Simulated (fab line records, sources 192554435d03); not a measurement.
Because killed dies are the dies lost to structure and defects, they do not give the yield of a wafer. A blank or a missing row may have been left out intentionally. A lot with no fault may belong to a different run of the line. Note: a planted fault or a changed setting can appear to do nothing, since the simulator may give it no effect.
One fault seen from 2 desks + flow n5Finfet + what lay behind the numbers comes last; until then each desk has only its own

THE TOOL OWNER'S DESK: rieSi-03
The tool's own readings at N5_PMOS_HMC_CHANNEL_EPI_FIN_RECESS_16 (chemistry HBr/Cl2, target Si, target depth 54 nm, time 18 s): means of the sampled wafers that have a number, for each lot that ran on this tool. Any lot whose mean is over 4 standard deviations away from the usual mean is out of limits and marked OUT; that distance is given in the brackets.
Columns: A = chamberPressureMTorr at N5_PMOS_HMC_CHANNEL_EPI_FIN_RECESS_16, usual 10.001 mTorr; B = drypumpMotorCurrentA at N5_PMOS_HMC_CHANNEL_EPI_FIN_RECESS_16, usual 5.7 A; C = oesProductAu at N5_PMOS_HMC_CHANNEL_EPI_FIN_RECESS_16, usual 1.003 a.u.; D = rfFwdPowerW at N5_PMOS_HMC_CHANNEL_EPI_FIN_RECESS_16, usual 794.9 W; E = throttleValvePct at N5_PMOS_HMC_CHANNEL_EPI_FIN_RECESS_16, usual 35.44 %
| lot  | first seen here | A      | B   | C     | D     | E     |
|------|-----------------|--------|-----|-------|-------|-------|
| L831 | day 3 05:39     | 10.000 | 6.0 | 0.994 | 795.4 | 35.15 |
| L832 | day 3 12:50     | 10.006 | 5.6 | 1.011 | 792.2 | 35.31 |
| L833 | day 3 17:50     | 10.006 | 6.0 | 0.989 | 794.5 | 35.17 |
| L835 | day 4 05:40     | 9.999  | 5.8 | 1.003 | 793.2 | 35.32 |
| L840 | day 5 11:38     | 10.009 | 5.7 | 1.006 | 793.8 | 35.46 |
| L844 | day 6 12:29     | 10.000 | 6.0 | 1.002 | 796.2 | 35.15 |
This desk's finding: nothing out of limits on any of the 6 lots.

METROLOGY DESK
What the gauges read for every lot (on any tool): the sampled wafers with a number, averaged. Any lot whose mean is over 4 standard deviations away from the usual mean is out of limits and marked OUT; that distance is given in the brackets.
Columns: A = PAD_OVL at N5_PASSIVATION_OVL_MEAS_63, usual 2 nm; B = cdNm at N5_PASSIVATION_CD_MEAS_44, usual 39998 nm
| lot  | first seen here | A  | B     |
|------|-----------------|----|-------|
| L825 | day 11 13:19    | 3  | 39997 |
| L826 | day 11 21:55    | 0  | 40000 |
| L829 | day 12 12:42    | -0 | 40001 |
| L830 | day 12 17:42    | 1  | 40003 |
| L828 | day 12 18:38    | 5  | 39996 |
| L831 | day 12 23:40    | 0  | 40001 |
| L832 | day 13 08:16    | 6  | 39994 |
| L833 | day 13 14:32    | 2  | 39996 |
| L835 | day 13 22:56    | 3  | 39999 |
| L840 | day 15 12:05    | 5  | 39997 |
| L844 | day 16 15:58    | -1 | 39999 |
This desk's finding: nothing out of limits on any of the 11 lots.

ALL TOGETHER
The tool owner's desk saw nothing out of limits.
At the metrology desk, nothing out of limits was observed.

WHAT THE SIMULATOR PUT IN
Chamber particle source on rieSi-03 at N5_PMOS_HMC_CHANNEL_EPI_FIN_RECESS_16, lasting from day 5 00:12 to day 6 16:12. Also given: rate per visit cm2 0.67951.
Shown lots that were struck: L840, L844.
